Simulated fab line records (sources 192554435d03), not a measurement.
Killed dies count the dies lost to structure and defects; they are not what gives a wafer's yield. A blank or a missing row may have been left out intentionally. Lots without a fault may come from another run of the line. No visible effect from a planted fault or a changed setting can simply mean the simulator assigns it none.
What tool caused it? ; flow n5Finfet ; 23 lots, 69 wafers sampled, at 5 steps of a route of 1938

== WHAT THE GAUGES SHOWED, per wafer ==
N5_BEOL_M2_CD_MEAS_28: target cd 26.2 nm, target cd y 24.1 nm.
lot;measured;on;cdNm (nm)
L074;day 6 12:01;cdSem-02;26.39 26.23 26.42
L075;day 6 23:16;cdSem-03;26.18 26.30 26.03
L076;day 7 01:06;cdSem-02;26.44 26.43 26.64
L077;day 7 19:49;cdSem-01;25.95 25.67 26.20
L078;day 7 20:22;cdSem-01;25.93 26.02 26.23
L079;day 7 21:12;cdSem-02;26.66 26.79 26.33
L080;day 8 02:58;cdSem-02;25.60 26.10 25.52
L081;day 8 06:52;cdSem-03;26.19 26.26 25.81
L082;day 8 11:45;cdSem-03;25.92 26.20 26.38
L083;day 9 03:02;cdSem-03;26.57 26.51 26.47
L085;day 9 03:38;cdSem-01;25.71 25.46 26.24
L084;day 9 11:01;cdSem-01;26.50 26.22 25.90
L086;day 9 13:50;cdSem-03;26.00 26.11 25.74
L087;day 9 19:46;cdSem-01;26.12 26.01 26.09
L090;day 10 11:21;cdSem-03;26.61 26.21 26.33
L089;day 10 15:17;cdSem-03;26.66 26.31 26.46
L092;day 10 23:19;cdSem-02;26.50 26.06 25.96
L091;day 11 08:41;cdSem-03;25.77 26.68 25.77
L093;day 11 16:39;cdSem-01;25.98 25.81 26.65
L094;day 11 16:56;cdSem-02;26.09 26.16 26.19
L095;day 11 23:34;cdSem-02;26.27 26.23 26.00
L096;day 12 04:15;cdSem-02;26.39 26.43 26.22
L097;day 12 11:26;cdSem-03;26.22 26.09 26.24

== EACH LOT AND THE TOOL THAT RAN IT (in order: tool; ch and the chambers of the sampled wafers; start) ==
lot;N5_BEOL_M1_ALD_84;N5_BEOL_M1_SPUTTER_96;N5_BEOL_M1_CMP_52;N5_BEOL_M2_STRIP_66
L074;aldMetal-04 ch 0,1,3, day 6 06:38;pvdSputter-02, day 6 08:59;cmp-01 ch 0,3, day 6 09:28;rieDiel-05 ch 0,1,2, day 6 11:28
L075;aldMetal-04 ch 1,2,3, day 6 15:28;pvdSputter-01, day 6 18:05;cmp-01 ch 0,1,2, day 6 18:39;rieDiel-05 ch 1,2,3, day 6 22:35
L076;aldMetal-04 ch 0,1,3, day 6 19:11;pvdSputter-02, day 6 21:39;cmp-01 ch 0,1,3, day 6 22:11;rieDiel-05 ch 1,2,3, day 7 00:34
L077;aldMetal-04 ch 0,3, day 7 11:33;pvdSputter-03, day 7 13:56;cmp-04 ch 0,1,3, day 7 14:26;rieDiel-06 ch 1,2,3, day 7 19:10
L078;aldMetal-03 ch 0,1,3, day 7 11:58;pvdSputter-02, day 7 15:26;cmp-01 ch 0,2,3, day 7 16:25;rieDiel-05 ch 2,3, day 7 19:40
L079;aldMetal-02 ch 0,1, day 7 15:04;pvdSputter-01, day 7 17:31;cmp-04 ch 0,2, day 7 18:01;rieDiel-05 ch 0,2, day 7 20:32
L080;aldMetal-03 ch 1,2,3, day 7 21:19;pvdSputter-01, day 7 23:34;cmp-01 ch 0,1,2, day 8 00:08;rieDiel-02 ch 1,3, day 8 02:15
L081;aldMetal-04 ch 0,3, day 8 01:17;pvdSputter-01, day 8 03:40;cmp-01 ch 2,3, day 8 04:10;rieDiel-02 ch 0,1, day 8 06:12
L082;aldMetal-02 ch 1,2,3, day 8 06:00;pvdSputter-01, day 8 08:14;cmp-02 ch 0,1,3, day 8 08:46;rieDiel-06 ch 0,1,2, day 8 11:01
L083;aldMetal-04 ch 0,1,2, day 8 19:10;pvdSputter-03, day 8 21:53;cmp-02 ch 0,1, day 8 22:28;rieDiel-02 ch 2,3, day 9 02:28
L085;aldMetal-04 ch 0,1,2, day 8 22:36;pvdSputter-03, day 9 00:52;cmp-04 ch 0,1,3, day 9 01:26;rieDiel-02 ch 0,1,2, day 9 03:05
L084;aldMetal-02 ch 0,1,2, day 9 04:31;pvdSputter-03, day 9 06:46;cmp-02 ch 0,2,3, day 9 07:16;rieDiel-06 ch 0,1,2, day 9 10:11
L086;aldMetal-02 ch 1,2, day 9 04:59;pvdSputter-02, day 9 08:56;cmp-01 ch 0,3, day 9 09:28;rieDiel-06 ch 0,1,2, day 9 12:59
L087;aldMetal-03 ch 0,1,2, day 9 12:20;pvdSputter-03, day 9 14:32;cmp-04 ch 0,1,2, day 9 15:12;rieDiel-06 ch 2,3, day 9 19:12
L090;aldMetal-02 ch 0,2,3, day 10 05:04;pvdSputter-02, day 10 07:34;cmp-04 ch 1,2,3, day 10 08:25;rieDiel-06 ch 0,3, day 10 10:41
L089;aldMetal-03 ch 0,2,3, day 10 10:10;pvdSputter-03, day 10 12:31;cmp-04 ch 1,2,3, day 10 13:07;rieDiel-05 ch 2,3, day 10 14:45
L092;aldMetal-02 ch 0,2,3, day 10 17:50;pvdSputter-01, day 10 20:06;cmp-02 ch 1,2, day 10 21:08;rieDiel-02 ch 0,2,3, day 10 22:47
L091;aldMetal-04 ch 0,2, day 11 01:04;pvdSputter-01, day 11 03:23;cmp-02 ch 1,3, day 11 04:11;rieDiel-02 ch 0,2,3, day 11 07:58
L093;aldMetal-03 ch 1,2,3, day 11 09:23;pvdSputter-01, day 11 11:59;cmp-01 ch 0,1,2, day 11 12:35;rieDiel-06 ch 2,3, day 11 15:53
L094;aldMetal-02 ch 2,3, day 11 09:28;pvdSputter-02, day 11 12:00;cmp-04 ch 1,2,3, day 11 12:38;rieDiel-02 ch 0,2,3, day 11 16:14
L095;aldMetal-04 ch 0,1,2, day 11 16:02;pvdSputter-01, day 11 18:37;cmp-01 ch 0,1, day 11 19:22;rieDiel-02 ch 0,2,3, day 11 22:53
L096;aldMetal-04 ch 0,1,2, day 11 22:05;pvdSputter-01, day 12 00:18;cmp-01 ch 1,3, day 12 00:50;rieDiel-06 ch 1,3, day 12 03:38
L097;aldMetal-04 ch 0,1,2, day 12 05:42;pvdSputter-03, day 12 08:01;cmp-04 ch 1,2,3, day 12 08:31;rieDiel-05 ch 0,1,2, day 12 10:47
- N5_BEOL_M1_ALD_84: deposits TaN, pulse time 2 s, purge time 3 s, co reactant purge time 2 s.
- N5_BEOL_M1_SPUTTER_96: material Cu, target thk 4.5 nm, time 8.29 s.
- N5_BEOL_M1_CMP_52: polishes, stops on SiOC, t overpolish 6.8 s, target thk 40 nm.
- N5_BEOL_M2_STRIP_66: strips in CF4.

== AS READ BY THE TOOLS THEMSELVES (means over the sampled wafers that have a number; for cases with no such wafer, the mark the record gives instead) ==
N5_BEOL_M1_ALD_84.
lot;tool;chamberPressureTorr (Torr);heaterPowerW (W);mfcCarrierSccm (sccm)
L074;aldMetal-04;3.006;455;1501
L075;aldMetal-04;3.001;462;1497
L076;aldMetal-04;3.001;461;1502
L077;aldMetal-04;3.002;436;1497
L078;aldMetal-03;2.999;381;1501
L079;aldMetal-02;3.000;375;1500
L080;aldMetal-03;2.998;369;1499
L081;aldMetal-04;2.998;482;1502
L082;aldMetal-02;3.001;392;1497
L083;aldMetal-04;3.003;414;1498
L085;aldMetal-04;3.004;424;1506
L084;aldMetal-02;2.996;387;1499
L086;aldMetal-02;3.007;367;1503
L087;aldMetal-03;2.994;391;1499
L090;aldMetal-02;3.004;421;1504
L089;aldMetal-03;2.996;392;1498
L092;aldMetal-02;3.000;420;1498
L091;aldMetal-04;3.002;408;1499
L093;aldMetal-03;3.003;362;1500
L094;aldMetal-02;3.003;428;1500
L095;aldMetal-04;3.000;418;1499
L096;aldMetal-04;2.998;413;1505
L097;aldMetal-04;3.005;419;1497

N5_BEOL_M1_SPUTTER_96.
lot;tool;chuckGasFlowSccm (sccm);chuckSensorTempC (C);throttleValvePct (%)
L074;pvdSputter-02;1.24;-16.7;29.8
L075;pvdSputter-01;1.26;-16.0;31.0
L076;pvdSputter-02;1.29;-16.7;30.0
L077;pvdSputter-03;1.21;-16.5;30.1
L078;pvdSputter-02;1.20;-16.3;29.8
L079;pvdSputter-01;1.27;-16.1;30.7
L080;pvdSputter-01;1.29;-16.0;30.0
L081;pvdSputter-01;1.29;-16.0;30.2
L082;pvdSputter-01;1.31;-15.9;30.1
L083;pvdSputter-03;1.22;-16.6;30.5
L085;pvdSputter-03;1.21;-16.4;30.2
L084;pvdSputter-03;1.25;-16.5;30.3
L086;pvdSputter-02;1.25;-16.2;29.1
L087;pvdSputter-03;1.24;-16.6;30.2
L090;pvdSputter-02;1.28;-16.4;30.4
L089;pvdSputter-03;1.28;-16.5;30.2
L092;pvdSputter-01;1.21;-16.0;29.9
L091;pvdSputter-01;1.29;-16.0;29.6
L093;pvdSputter-01;1.28;-16.1;29.9
L094;pvdSputter-02;1.24;-16.1;29.5
L095;pvdSputter-01;1.30;-16.0;30.1
L096;pvdSputter-01;1.27;-16.0;30.0
L097;pvdSputter-03;1.23;-16.6;30.1

N5_BEOL_M1_CMP_52.
lot;tool;barrierFieldEndpointS (s);headPressurePsi (psi);motorCurrentA (A);overpolishRunS (s);padLifeWafers;slurryFlowMlMin;timeToEndpointS (s)
L074;cmp-01;25.0;1.0001;6.2;6.800;434;149.7;63
L075;cmp-01;25.2;1.0011;6.5;6.801;506;150.0;63
L076;cmp-01;25.2;1.0002;5.9;6.791;530;150.2;65
L077;cmp-04;25.3;0.9999;5.7;6.810;254;149.9;64
L078;cmp-01;25.6;1.0010;6.6;6.807;674;149.7;65
L079;cmp-04;25.7;1.0032;5.4;6.801;277;150.1;66
L080;cmp-01;24.9;1.0005;6.5;6.802;734;149.9;64
L081;cmp-01;26.2;0.9994;6.9;6.802;756;150.7;70
L082;cmp-02;25.2;1.0026;6.1;6.803;1496;149.8;67
L083;cmp-02;25.4;0.9986;6.7;6.803;1596;150.1;63
L085;cmp-04;25.7;1.0015;5.8;6.808;506;149.7;66
L084;cmp-02;24.6;1.0010;6.2;6.797;1712;149.6;62
L086;cmp-01;25.6;1.0011;6.2;6.799;998;150.1;62
L087;cmp-04;24.7;1.0011;5.9;6.807;674;149.5;66
L090;cmp-04;24.9;0.9980;6.0;6.816;860;149.7;63
L089;cmp-04;25.2;1.0003;6.0;6.789;950;149.8;68
L092;cmp-02;24.6;0.9991;6.5;6.794;1860;150.7;59
L091;cmp-02;24.4;0.9987;5.6;6.811;1922;150.4;60
L093;cmp-01;25.2;1.0004;6.8;6.809;1268;150.3;65
L094;cmp-04;24.8;0.9996;6.0;6.797;1213;150.1;62
L095;cmp-01;25.0;0.9977;6.0;6.793;1322;150.2;61
L096;cmp-01;25.1;0.9999;5.9;6.804;1382;149.5;61
L097;cmp-04;24.4;1.0002;6.1;6.807;1424;149.4;63

N5_BEOL_M2_STRIP_66.
lot;tool;drypumpMotorCurrentA (A);oesProductAu (a.u.);rfVppV (V);showerheadPlenumPTorr (Torr);throttleValvePct (%)
L074;rieDiel-05;5.8;0.80;271.7;1.82;13.50
L075;rieDiel-05;5.9;0.86;271.4;1.82;13.50
L076;rieDiel-05;5.8;0.86;271.6;1.82;13.49
L077;rieDiel-06;5.9;0.75;271.8;1.84;13.65
L078;rieDiel-05;6.0;0.91;271.0;1.81;13.45
L079;rieDiel-05;6.1;0.86;271.6;1.86;13.44
L080;rieDiel-02;6.1;0.72;270.9;1.80;13.79
L081;rieDiel-02;5.4;0.76;270.6;1.81;13.59
L082;rieDiel-06;5.6;0.81;271.9;1.84;13.57
L083;rieDiel-02;5.8;0.72;271.3;1.81;13.68
L085;rieDiel-02;5.2;0.76;271.6;1.82;13.49
L084;rieDiel-06;5.6;0.80;272.2;1.83;13.59
L086;rieDiel-06;5.6;0.80;271.9;1.83;13.59
L087;rieDiel-06;5.9;0.92;271.7;1.82;13.22
L090;rieDiel-06;5.3;0.89;270.9;1.77;13.26
L089;rieDiel-05;6.2;0.87;271.4;1.86;13.47
L092;rieDiel-02;5.5;0.73;271.4;1.81;13.59
L091;rieDiel-02;5.6;0.73;271.7;1.81;13.61
L093;rieDiel-06;6.2;0.85;271.3;1.86;13.34
L094;rieDiel-02;5.6;0.73;270.8;1.81;13.61
L095;rieDiel-02;5.6;0.73;270.9;1.81;13.61
L096;rieDiel-06;5.6;0.89;271.0;1.79;13.31
L097;rieDiel-05;5.8;0.84;270.6;1.81;13.42

== THE ANSWER, worked out from the rows above alone ==
Rule: the usual values come from the lots themselves. The widest of any qualifying gaps counts: lots, ordered by their means at a reading, are off when they make up no more than a third of the lots, leave a main group of 4 or more, and stand apart from it by 3 or more times the standard deviation of that group's means. Not used: any main group whose means are identical at the precision the tables above print for the reading. Also off: a lot with no number at a reading for which 4 or more lots have one. Where the step has rows for the other lots, those lots are counted as sound. Order of review: gauges by route order, followed by the tools' own readings, for which a lot's mean as printed above is used. At the first step where some lot is off, the reading lying furthest off is the one used; lots without a number count as furthest.
No lot is off on any of the readings shown, so nothing can be concluded from this.

== WHAT THE SIMULATOR HAD INSERTED ==
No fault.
